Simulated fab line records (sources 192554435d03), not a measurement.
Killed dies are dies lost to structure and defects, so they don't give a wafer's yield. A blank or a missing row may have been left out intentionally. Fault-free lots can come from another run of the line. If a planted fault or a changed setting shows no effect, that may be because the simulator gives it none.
What tool caused it? || flow n5 finfet || 24 lots with 72 wafers sampled at 5 steps, on a route of 1938 steps

## WHAT THE GAUGES READ, wafer by wafer
N5_BEOL_M2_THK_MEAS_01. Usual: M2_ILD_THK 78.9 nm, standard deviation 0.9.
{"lot": "L074", "measured": "day 6 09:43", "on": "film metro-02", "M2_ILD_THK (nm)": "78.2 78.5 80.4", "flag": ""}
{"lot": "L076", "measured": "day 6 15:44", "on": "film metro-01", "M2_ILD_THK (nm)": "78.2 78.1 78.8", "flag": ""}
{"lot": "L075", "measured": "day 7 00:05", "on": "film metro-01", "M2_ILD_THK (nm)": "78.8 77.8 77.8", "flag": ""}
{"lot": "L077", "measured": "day 7 07:46", "on": "film metro-01", "M2_ILD_THK (nm)": "79.2 79.4 79.8", "flag": ""}
{"lot": "L078", "measured": "day 8 00:02", "on": "film metro-02", "M2_ILD_THK (nm)": "79.5 78.9 80.4", "flag": ""}
{"lot": "L079", "measured": "day 8 00:19", "on": "film metro-02", "M2_ILD_THK (nm)": "79.1 79.1 80.0", "flag": ""}
{"lot": "L080", "measured": "day 8 02:21", "on": "film metro-02", "M2_ILD_THK (nm)": "78.7 77.6 79.4", "flag": ""}
{"lot": "L083", "measured": "day 8 18:45", "on": "film metro-02", "M2_ILD_THK (nm)": "78.2 77.9 79.7", "flag": ""}
{"lot": "L081", "measured": "day 9 01:28", "on": "film metro-01", "M2_ILD_THK (nm)": "79.8 80.8 80.3", "flag": ""}
{"lot": "L082", "measured": "day 9 01:13", "on": "film metro-01", "M2_ILD_THK (nm)": "77.9 80.4 79.1", "flag": ""}
{"lot": "L084", "measured": "day 9 03:36", "on": "film metro-01", "M2_ILD_THK (nm)": "78.0 78.0 78.9", "flag": ""}
{"lot": "L085", "measured": "day 9 03:44", "on": "film metro-01", "M2_ILD_THK (nm)": "77.9 77.7 77.2", "flag": ""}
{"lot": "L086", "measured": "day 9 20:31", "on": "film metro-01", "M2_ILD_THK (nm)": "78.5 78.4 78.8", "flag": ""}
{"lot": "L087", "measured": "day 10 03:28", "on": "film metro-01", "M2_ILD_THK (nm)": "77.9 79.5 79.1", "flag": ""}
{"lot": "L089", "measured": "day 10 03:13", "on": "film metro-01", "M2_ILD_THK (nm)": "78.5 79.2 79.1", "flag": ""}
{"lot": "L088", "measured": "day 10 06:41", "on": "film metro-02", "M2_ILD_THK (nm)": "78.9 79.0 80.3", "flag": ""}
{"lot": "L090", "measured": "day 10 18:48", "on": "film metro-02", "M2_ILD_THK (nm)": "78.4 78.0 79.5", "flag": ""}
{"lot": "L091", "measured": "day 10 22:04", "on": "film metro-02", "M2_ILD_THK (nm)": "77.6 78.5 79.2", "flag": ""}
{"lot": "L092", "measured": "day 11 00:29", "on": "film metro-01", "M2_ILD_THK (nm)": "79.4 78.9 79.5", "flag": ""}
{"lot": "L093", "measured": "day 11 08:50", "on": "film metro-02", "M2_ILD_THK (nm)": "77.8 79.0 78.9", "flag": ""}
{"lot": "L094", "measured": "day 11 17:05", "on": "film metro-02", "M2_ILD_THK (nm)": "79.8 78.8 78.1", "flag": ""}
{"lot": "L095", "measured": "day 11 21:10", "on": "film metro-01", "M2_ILD_THK (nm)": "78.7 78.5 79.8", "flag": ""}
{"lot": "L097", "measured": "day 12 04:22", "on": "film metro-01", "M2_ILD_THK (nm)": "78.1 78.1 79.7", "flag": ""}
{"lot": "L096", "measured": "day 12 06:59", "on": "film metro-02", "M2_ILD_THK (nm)": "80.2 79.4 79.7", "flag": ""}

N5_BEOL_M2_INSPECT_13: inspects for defects (brightfield). Usual: 452 for raw defect count, sd 110.
{"lot": "L074", "measured": "day 6 11:14", "on": "defect inspect-01", "raw defect count": "274 343 396", "flag": ""}
{"lot": "L076", "measured": "day 6 17:24", "on": "defect inspect-01", "raw defect count": "422 361 468", "flag": ""}
{"lot": "L075", "measured": "day 7 02:14", "on": "defect inspect-02", "raw defect count": "369 541 401", "flag": ""}
{"lot": "L077", "measured": "day 7 09:18", "on": "defect inspect-01", "raw defect count": "437 430 247", "flag": ""}
{"lot": "L078", "measured": "day 8 01:57", "on": "defect inspect-02", "raw defect count": "331 436 416", "flag": ""}
{"lot": "L079", "measured": "day 8 03:31", "on": "defect inspect-02", "raw defect count": "354 509 603", "flag": ""}
{"lot": "L080", "measured": "day 8 04:00", "on": "defect inspect-02", "raw defect count": "376 381 355", "flag": ""}
{"lot": "L083", "measured": "day 8 19:46", "on": "defect inspect-02", "raw defect count": "596 642 495", "flag": ""}
{"lot": "L081", "measured": "day 9 03:43", "on": "defect inspect-01", "raw defect count": "520 385 601", "flag": ""}
{"lot": "L082", "measured": "day 9 03:33", "on": "defect inspect-01", "raw defect count": "479 481 513", "flag": ""}
{"lot": "L084", "measured": "day 9 04:41", "on": "defect inspect-02", "raw defect count": "529 433 460", "flag": ""}
{"lot": "L085", "measured": "day 9 04:59", "on": "defect inspect-02", "raw defect count": "479 603 489", "flag": ""}
{"lot": "L086", "measured": "day 9 21:30", "on": "defect inspect-02", "raw defect count": "347 483 568", "flag": ""}
{"lot": "L087", "measured": "day 10 06:29", "on": "defect inspect-02", "raw defect count": "673 519 642", "flag": ""}
{"lot": "L089", "measured": "day 10 06:14", "on": "defect inspect-01", "raw defect count": "398 324 620", "flag": ""}
{"lot": "L088", "measured": "day 10 09:28", "on": "defect inspect-01", "raw defect count": "324 306 455", "flag": ""}
{"lot": "L090", "measured": "day 10 22:46", "on": "defect inspect-01", "raw defect count": "458 449 417", "flag": ""}
{"lot": "L091", "measured": "day 10 23:19", "on": "defect inspect-01", "raw defect count": "476 524 588", "flag": ""}
{"lot": "L092", "measured": "day 11 02:38", "on": "defect inspect-01", "raw defect count": "458 604 494", "flag": ""}
{"lot": "L093", "measured": "day 11 10:12", "on": "defect inspect-01", "raw defect count": "356 286 387", "flag": ""}
{"lot": "L094", "measured": "day 11 18:19", "on": "defect inspect-01", "raw defect count": "422 554 493", "flag": ""}
{"lot": "L095", "measured": "day 11 22:09", "on": "defect inspect-02", "raw defect count": "489 283 599", "flag": ""}
{"lot": "L097", "measured": "day 12 05:20", "on": "defect inspect-02", "raw defect count": "465 653 482", "flag": ""}
{"lot": "L096", "measured": "day 12 08:52", "on": "defect inspect-01", "raw defect count": "367 338 451", "flag": ""}

## WHICH TOOL RAN EACH LOT (tool, then ch and the chambers of the sampled wafers, then the start)
{"lot": "L074", "N5_BEOL_M1_ANNEAL_87": "pvd sputter-02, day 6 07:27", "N5_BEOL_M1_SPUTTER_88": "pvd sputter-02, day 6 07:35", "N5_BEOL_M1_PRE_CLEAN_60": "cvd co-01 ch 0,2, day 6 09:18"}
{"lot": "L076", "N5_BEOL_M1_ANNEAL_87": "pvd sputter-03, day 6 13:25", "N5_BEOL_M1_SPUTTER_88": "pvd sputter-03, day 6 13:34", "N5_BEOL_M1_PRE_CLEAN_60": "cvd co-02 ch 1,2, day 6 15:21"}
{"lot": "L075", "N5_BEOL_M1_ANNEAL_87": "pvd sputter-02, day 6 21:53", "N5_BEOL_M1_SPUTTER_88": "pvd sputter-02, day 6 22:01", "N5_BEOL_M1_PRE_CLEAN_60": "cvd co-02 ch 0,1,2, day 6 23:45"}
{"lot": "L077", "N5_BEOL_M1_ANNEAL_87": "pvd sputter-02, day 7 04:01", "N5_BEOL_M1_SPUTTER_88": "pvd sputter-02, day 7 04:09", "N5_BEOL_M1_PRE_CLEAN_60": "cvd co-01 ch 0,1,2, day 7 07:26"}
{"lot": "L078", "N5_BEOL_M1_ANNEAL_87": "pvd sputter-02, day 7 21:50", "N5_BEOL_M1_SPUTTER_88": "pvd sputter-02, day 7 21:58", "N5_BEOL_M1_PRE_CLEAN_60": "cvd co-01 ch 0,1, day 7 23:41"}
{"lot": "L079", "N5_BEOL_M1_ANNEAL_87": "pvd sputter-03, day 7 22:07", "N5_BEOL_M1_SPUTTER_88": "pvd sputter-03, day 7 22:16", "N5_BEOL_M1_PRE_CLEAN_60": "cvd co-02 ch 0,1, day 7 23:58"}
{"lot": "L080", "N5_BEOL_M1_ANNEAL_87": "pvd sputter-01, day 7 23:02", "N5_BEOL_M1_SPUTTER_88": "pvd sputter-01, day 7 23:19", "N5_BEOL_M1_PRE_CLEAN_60": "cvd co-01 ch 1,2, day 8 02:00"}
{"lot": "L083", "N5_BEOL_M1_ANNEAL_87": "pvd sputter-01, day 8 15:27", "N5_BEOL_M1_SPUTTER_88": "pvd sputter-01, day 8 15:44", "N5_BEOL_M1_PRE_CLEAN_60": "cvd co-02 ch 0,2, day 8 18:24"}
{"lot": "L081", "N5_BEOL_M1_ANNEAL_87": "pvd sputter-01, day 8 22:10", "N5_BEOL_M1_SPUTTER_88": "pvd sputter-01, day 8 22:27", "N5_BEOL_M1_PRE_CLEAN_60": "cvd co-02 ch 1,2, day 9 01:07"}
{"lot": "L082", "N5_BEOL_M1_ANNEAL_87": "pvd sputter-03, day 8 23:01", "N5_BEOL_M1_SPUTTER_88": "pvd sputter-03, day 8 23:10", "N5_BEOL_M1_PRE_CLEAN_60": "cvd co-02 ch 0,1, day 9 00:52"}
{"lot": "L084", "N5_BEOL_M1_ANNEAL_87": "pvd sputter-02, day 9 01:23", "N5_BEOL_M1_SPUTTER_88": "pvd sputter-02, day 9 01:32", "N5_BEOL_M1_PRE_CLEAN_60": "cvd co-01 ch 1,2, day 9 03:14"}
{"lot": "L085", "N5_BEOL_M1_ANNEAL_87": "pvd sputter-03, day 9 01:32", "N5_BEOL_M1_SPUTTER_88": "pvd sputter-03, day 9 01:41", "N5_BEOL_M1_PRE_CLEAN_60": "cvd co-02 ch 0,1,2, day 9 03:23"}
{"lot": "L086", "N5_BEOL_M1_ANNEAL_87": "pvd sputter-03, day 9 18:10", "N5_BEOL_M1_SPUTTER_88": "pvd sputter-03, day 9 18:19", "N5_BEOL_M1_PRE_CLEAN_60": "cvd co-02 ch 0,1,2, day 9 20:05"}
{"lot": "L087", "N5_BEOL_M1_ANNEAL_87": "pvd sputter-01, day 10 00:01", "N5_BEOL_M1_SPUTTER_88": "pvd sputter-01, day 10 00:17", "N5_BEOL_M1_PRE_CLEAN_60": "cvd co-02 ch 0,2, day 10 03:07"}
{"lot": "L089", "N5_BEOL_M1_ANNEAL_87": "pvd sputter-02, day 10 00:59", "N5_BEOL_M1_SPUTTER_88": "pvd sputter-02, day 10 01:08", "N5_BEOL_M1_PRE_CLEAN_60": "cvd co-02 ch 0,1,2, day 10 02:50"}
{"lot": "L088", "N5_BEOL_M1_ANNEAL_87": "pvd sputter-02, day 10 04:28", "N5_BEOL_M1_SPUTTER_88": "pvd sputter-02, day 10 04:37", "N5_BEOL_M1_PRE_CLEAN_60": "cvd co-02 ch 0,1,2, day 10 06:19"}
{"lot": "L090", "N5_BEOL_M1_ANNEAL_87": "pvd sputter-01, day 10 15:29", "N5_BEOL_M1_SPUTTER_88": "pvd sputter-01, day 10 15:46", "N5_BEOL_M1_PRE_CLEAN_60": "cvd co-01 ch 0,2, day 10 18:26"}
{"lot": "L091", "N5_BEOL_M1_ANNEAL_87": "pvd sputter-03, day 10 19:51", "N5_BEOL_M1_SPUTTER_88": "pvd sputter-03, day 10 19:59", "N5_BEOL_M1_PRE_CLEAN_60": "cvd co-01 ch 1,2, day 10 21:42"}
{"lot": "L092", "N5_BEOL_M1_ANNEAL_87": "pvd sputter-01, day 10 21:10", "N5_BEOL_M1_SPUTTER_88": "pvd sputter-01, day 10 21:27", "N5_BEOL_M1_PRE_CLEAN_60": "cvd co-01 ch 0,1,2, day 11 00:07"}
{"lot": "L093", "N5_BEOL_M1_ANNEAL_87": "pvd sputter-01, day 11 05:32", "N5_BEOL_M1_SPUTTER_88": "pvd sputter-01, day 11 05:49", "N5_BEOL_M1_PRE_CLEAN_60": "cvd co-02 ch 0,2, day 11 08:28"}
{"lot": "L094", "N5_BEOL_M1_ANNEAL_87": "pvd sputter-02, day 11 14:53", "N5_BEOL_M1_SPUTTER_88": "pvd sputter-02, day 11 15:01", "N5_BEOL_M1_PRE_CLEAN_60": "cvd co-02 ch 0,1,2, day 11 16:43"}
{"lot": "L095", "N5_BEOL_M1_ANNEAL_87": "pvd sputter-03, day 11 18:58", "N5_BEOL_M1_SPUTTER_88": "pvd sputter-03, day 11 19:06", "N5_BEOL_M1_PRE_CLEAN_60": "cvd co-01 ch 0,1,2, day 11 20:49"}
{"lot": "L097", "N5_BEOL_M1_ANNEAL_87": "pvd sputter-03, day 12 01:56", "N5_BEOL_M1_SPUTTER_88": "pvd sputter-03, day 12 02:05", "N5_BEOL_M1_PRE_CLEAN_60": "cvd co-02 ch 0,1,2, day 12 04:00"}
{"lot": "L096", "N5_BEOL_M1_ANNEAL_87": "pvd sputter-02, day 12 04:47", "N5_BEOL_M1_SPUTTER_88": "pvd sputter-02, day 12 04:55", "N5_BEOL_M1_PRE_CLEAN_60": "cvd co-01 ch 0,1,2, day 12 06:39"}
- N5_BEOL_M1_ANNEAL_87: time 240 s.
- N5_BEOL_M1_SPUTTER_88: material Cu, target thk 4.5 nm, time 8.29 s.
- N5_BEOL_M1_PRE_CLEAN_60: time 15 s.

## WHAT THE TOOLS THEMSELVES READ (means of the sampled wafers that have a number; where no wafer has one, the mark that the record gives instead)
N5_BEOL_M1_ANNEAL_87. Usual: 808 W for heater power w, sd 88.
{"lot": "L074", "tool": "pvd sputter-02", "heater power w (W)": 869, "flag": ""}
{"lot": "L076", "tool": "pvd sputter-03", "heater power w (W)": 842, "flag": ""}
{"lot": "L075", "tool": "pvd sputter-02", "heater power w (W)": 872, "flag": ""}
{"lot": "L077", "tool": "pvd sputter-02", "heater power w (W)": 770, "flag": ""}
{"lot": "L078", "tool": "pvd sputter-02", "heater power w (W)": 857, "flag": ""}
{"lot": "L079", "tool": "pvd sputter-03", "heater power w (W)": 890, "flag": ""}
{"lot": "L080", "tool": "pvd sputter-01", "heater power w (W)": 756, "flag": ""}
{"lot": "L083", "tool": "pvd sputter-01", "heater power w (W)": 823, "flag": ""}
{"lot": "L081", "tool": "pvd sputter-01", "heater power w (W)": 831, "flag": ""}
{"lot": "L082", "tool": "pvd sputter-03", "heater power w (W)": 859, "flag": ""}
{"lot": "L084", "tool": "pvd sputter-02", "heater power w (W)": 763, "flag": ""}
{"lot": "L085", "tool": "pvd sputter-03", "heater power w (W)": 837, "flag": ""}
{"lot": "L086", "tool": "pvd sputter-03", "heater power w (W)": 874, "flag": ""}
{"lot": "L087", "tool": "pvd sputter-01", "heater power w (W)": 827, "flag": ""}
{"lot": "L089", "tool": "pvd sputter-02", "heater power w (W)": 775, "flag": ""}
{"lot": "L088", "tool": "pvd sputter-02", "heater power w (W)": 840, "flag": ""}
{"lot": "L090", "tool": "pvd sputter-01", "heater power w (W)": 756, "flag": ""}
{"lot": "L091", "tool": "pvd sputter-03", "heater power w (W)": 877, "flag": ""}
{"lot": "L092", "tool": "pvd sputter-01", "heater power w (W)": 773, "flag": ""}
{"lot": "L093", "tool": "pvd sputter-01", "heater power w (W)": 766, "flag": ""}
{"lot": "L094", "tool": "pvd sputter-02", "heater power w (W)": 849, "flag": ""}
{"lot": "L095", "tool": "pvd sputter-03", "heater power w (W)": 818, "flag": ""}
{"lot": "L097", "tool": "pvd sputter-03", "heater power w (W)": 822, "flag": ""}
{"lot": "L096", "tool": "pvd sputter-02", "heater power w (W)": 863, "flag": ""}

N5_BEOL_M1_SPUTTER_88. Usual: 30.4 % for throttle valve pct, sd 1.2.
{"lot": "L074", "tool": "pvd sputter-02", "throttle valve pct (%)": 31.2, "flag": ""}
{"lot": "L076", "tool": "pvd sputter-03", "throttle valve pct (%)": 29.2, "flag": ""}
{"lot": "L075", "tool": "pvd sputter-02", "throttle valve pct (%)": 31.7, "flag": ""}
{"lot": "L077", "tool": "pvd sputter-02", "throttle valve pct (%)": 30.5, "flag": ""}
{"lot": "L078", "tool": "pvd sputter-02", "throttle valve pct (%)": 31.3, "flag": ""}
{"lot": "L079", "tool": "pvd sputter-03", "throttle valve pct (%)": 29.3, "flag": ""}
{"lot": "L080", "tool": "pvd sputter-01", "throttle valve pct (%)": 30.8, "flag": ""}
{"lot": "L083", "tool": "pvd sputter-01", "throttle valve pct (%)": 30.1, "flag": ""}
{"lot": "L081", "tool": "pvd sputter-01", "throttle valve pct (%)": 30.0, "flag": ""}
{"lot": "L082", "tool": "pvd sputter-03", "throttle valve pct (%)": 29.5, "flag": ""}
{"lot": "L084", "tool": "pvd sputter-02", "throttle valve pct (%)": 30.4, "flag": ""}
{"lot": "L085", "tool": "pvd sputter-03", "throttle valve pct (%)": 30.3, "flag": ""}
{"lot": "L086", "tool": "pvd sputter-03", "throttle valve pct (%)": 30.1, "flag": ""}
{"lot": "L087", "tool": "pvd sputter-01", "throttle valve pct (%)": 29.1, "flag": ""}
{"lot": "L089", "tool": "pvd sputter-02", "throttle valve pct (%)": 30.7, "flag": ""}
{"lot": "L088", "tool": "pvd sputter-02", "throttle valve pct (%)": 30.7, "flag": ""}
{"lot": "L090", "tool": "pvd sputter-01", "throttle valve pct (%)": 29.8, "flag": ""}
{"lot": "L091", "tool": "pvd sputter-03", "throttle valve pct (%)": 29.6, "flag": ""}
{"lot": "L092", "tool": "pvd sputter-01", "throttle valve pct (%)": 30.7, "flag": ""}
{"lot": "L093", "tool": "pvd sputter-01", "throttle valve pct (%)": 30.8, "flag": ""}
{"lot": "L094", "tool": "pvd sputter-02", "throttle valve pct (%)": 31.0, "flag": ""}
{"lot": "L095", "tool": "pvd sputter-03", "throttle valve pct (%)": 31.3, "flag": ""}
{"lot": "L097", "tool": "pvd sputter-03", "throttle valve pct (%)": 30.8, "flag": ""}
{"lot": "L096", "tool": "pvd sputter-02", "throttle valve pct (%)": 31.4, "flag": ""}

N5_BEOL_M1_PRE_CLEAN_60. Usual: 87 W for heater power w, sd 15.
{"lot": "L074", "tool": "cvd co-01", "heater power w (W)": 89, "flag": ""}
{"lot": "L076", "tool": "cvd co-02", "heater power w (W)": 83, "flag": ""}
{"lot": "L075", "tool": "cvd co-02", "heater power w (W)": 85, "flag": ""}
{"lot": "L077", "tool": "cvd co-01", "heater power w (W)": 90, "flag": ""}
{"lot": "L078", "tool": "cvd co-01", "heater power w (W)": 88, "flag": ""}
{"lot": "L079", "tool": "cvd co-02", "heater power w (W)": 86, "flag": ""}
{"lot": "L080", "tool": "cvd co-01", "heater power w (W)": 75, "flag": ""}
{"lot": "L083", "tool": "cvd co-02", "heater power w (W)": 92, "flag": ""}
{"lot": "L081", "tool": "cvd co-02", "heater power w (W)": 77, "flag": ""}
{"lot": "L082", "tool": "cvd co-02", "heater power w (W)": 79, "flag": ""}
{"lot": "L084", "tool": "cvd co-01", "heater power w (W)": 76, "flag": ""}
{"lot": "L085", "tool": "cvd co-02", "heater power w (W)": 84, "flag": ""}
{"lot": "L086", "tool": "cvd co-02", "heater power w (W)": 84, "flag": ""}
{"lot": "L087", "tool": "cvd co-02", "heater power w (W)": 89, "flag": ""}
{"lot": "L089", "tool": "cvd co-02", "heater power w (W)": 85, "flag": ""}
{"lot": "L088", "tool": "cvd co-02", "heater power w (W)": 85, "flag": ""}
{"lot": "L090", "tool": "cvd co-01", "heater power w (W)": 91, "flag": ""}
{"lot": "L091", "tool": "cvd co-01", "heater power w (W)": 75, "flag": ""}
{"lot": "L092", "tool": "cvd co-01", "heater power w (W)": 89, "flag": ""}
{"lot": "L093", "tool": "cvd co-02", "heater power w (W)": 92, "flag": ""}
{"lot": "L094", "tool": "cvd co-02", "heater power w (W)": 85, "flag": ""}
{"lot": "L095", "tool": "cvd co-01", "heater power w (W)": 91, "flag": ""}
{"lot": "L097", "tool": "cvd co-02", "heater power w (W)": 86, "flag": ""}
{"lot": "L096", "tool": "cvd co-01", "heater power w (W)": 90, "flag": ""}

## THE ANSWER, worked out from the rows above alone
Rule: a lot counts as off when the mean over its wafers that have a number is more than 3 standard deviations away from the usual mean. A lot without any number at a reading at which 4 lots or more have one is off too. Any other lot the step has rows for is counted as sound. After the gauges, taken in route order, come the tools' own readings; for these a lot's mean is taken, as printed above. At the first step where some lot is off, the reading lying furthest off is the one used; lots without a number count as furthest.
No lot is off on any of the readings shown, so nothing can be concluded from this.

## WHAT THE SIMULATOR HAD PUT IN
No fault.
